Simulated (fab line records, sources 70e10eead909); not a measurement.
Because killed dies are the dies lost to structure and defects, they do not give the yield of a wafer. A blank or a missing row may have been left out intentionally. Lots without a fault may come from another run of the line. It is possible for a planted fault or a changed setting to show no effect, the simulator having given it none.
Problem report in the 8D (eight disciplines) form, filled by code || flow nand_harc || the parts of the form that need people (team, actions taken, sign-off) are left out

## 1. THE PROBLEM
Wafers without a fault read 29, standard deviation 11; killed_at_array at NHARC_END_SORT_01 reads a mean of 458 on 6 wafers belonging to 2 lots. That is +39 standard deviations from the usual mean.
Earliest sighting: wafer L815.1 on prober-01 at day 21 18:31. The record holds 9 wafers of 3 lots with a number at this step. Rule for "out" (also "out of limits"): further than 4 standard deviations from the usual mean. Any other wafer with a number is counted as sound.

## 2. WHAT THIS IS AND IS NOT
{"question": "which readings at this step", "is": "killed_at_array, killed_dies", "is not": "killed_at_other, killed_at_periphery, killed_open, killed_short"}
{"question": "which lots", "is": "L815, L816", "is not": "L805"}
{"question": "which wafers of those lots", "is": "all that have a number", "is not": "-"}
{"question": "read on which gauges", "is": "prober-01, prober-02", "is not": "-"}
{"question": "when", "is": "from day 21 18:31", "is not": "up to then (3 sound wafers)"}

## 3. THE SUSPECTS, EACH WITH WHAT RULES IT OUT
Counting: any tool at a process step up to the reading is kept as a suspect provided that every lot that is out went through it and no sound lot did after the first of them.
- the gauge at NHARC_END_SORT_01 has been ruled out. 2 gauges (prober-01, prober-02) read the wafers that are out.
- cmp-04 at NHARC_A_STAIRCASE_CMP_450 (polishes SiO2, target thk 200 nm): kept. It ran every lot that is out, first L815 (day 16 17:00), and no sound lot after that; its last sound lot up to then is L805 (day 14 01:53).
- plasma_asher-02 at NHARC_THIN_TSV_STRIP_62 (strips in N2/H2, time 20 s): kept. It ran every lot that is out, first L815 (day 21 06:04), and no sound lot after that; its last sound lot up to then is L805 (day 19 00:52).
- pvd_sputter-03 at NHARC_THIN_TSV_PRE_CLEAN_50 (time 30 s): kept. It ran every lot that is out, first L815 (day 21 09:45), and no sound lot after that. NHARC_THIN_TSV_PRE_CLEAN_50 gives no start for some lots, so the hours and the order of its lots are those of NHARC_THIN_TSV_DESCUM_35.
Left after counting: cmp-04 at NHARC_A_STAIRCASE_CMP_450, plasma_asher-02 at NHARC_THIN_TSV_STRIP_62, pvd_sputter-03 at NHARC_THIN_TSV_PRE_CLEAN_50.

## 4. THE CAUSE (what the simulator had put in)
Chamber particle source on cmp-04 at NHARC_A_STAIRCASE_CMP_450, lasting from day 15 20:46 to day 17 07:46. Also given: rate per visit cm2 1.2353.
After counting, 3 suspects remain, this tool included.

## 5. THE CHAIN OF EFFECTS, in route order
Rows list readings where the struck wafers' mean (over those with a number) sits beyond 3 standard deviations from the usual. Only readings whose record carries a usual standard deviation are examined. hours: median over the lots of the time between each lot's start at the first step of this table that gives one and its start at this step. sigmas: the change, counted in usual standard deviations.
{"hours": 0, "step": "NHARC_END_SORT_01", "reading": "killed_at_array", "usual": 29, "on struck wafers": 458, "change": "+428", "sigmas": "+39"}
{"hours": 0, "step": "NHARC_END_SORT_01", "reading": "killed_dies", "usual": 32, "on struck wafers": 458, "change": "+426", "sigmas": "+39"}

## 6. WHAT WOULD HAVE CAUGHT IT SOONER
142 hours passed between the start of the fault at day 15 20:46 and the first reading out of limits at a measuring or inspecting step in this record, taken at day 21 18:31.
Of the tool readings at NHARC_A_STAIRCASE_CMP_450 for which the record gives a usual standard deviation, none was out on any struck wafer, so an alarm limit of 4 standard deviations on them would not have fired.
By day 21 18:31, every lot that is out (2) had started NHARC_A_STAIRCASE_CMP_450 on cmp-04. Holding the tool at that point would not have protected any of them.
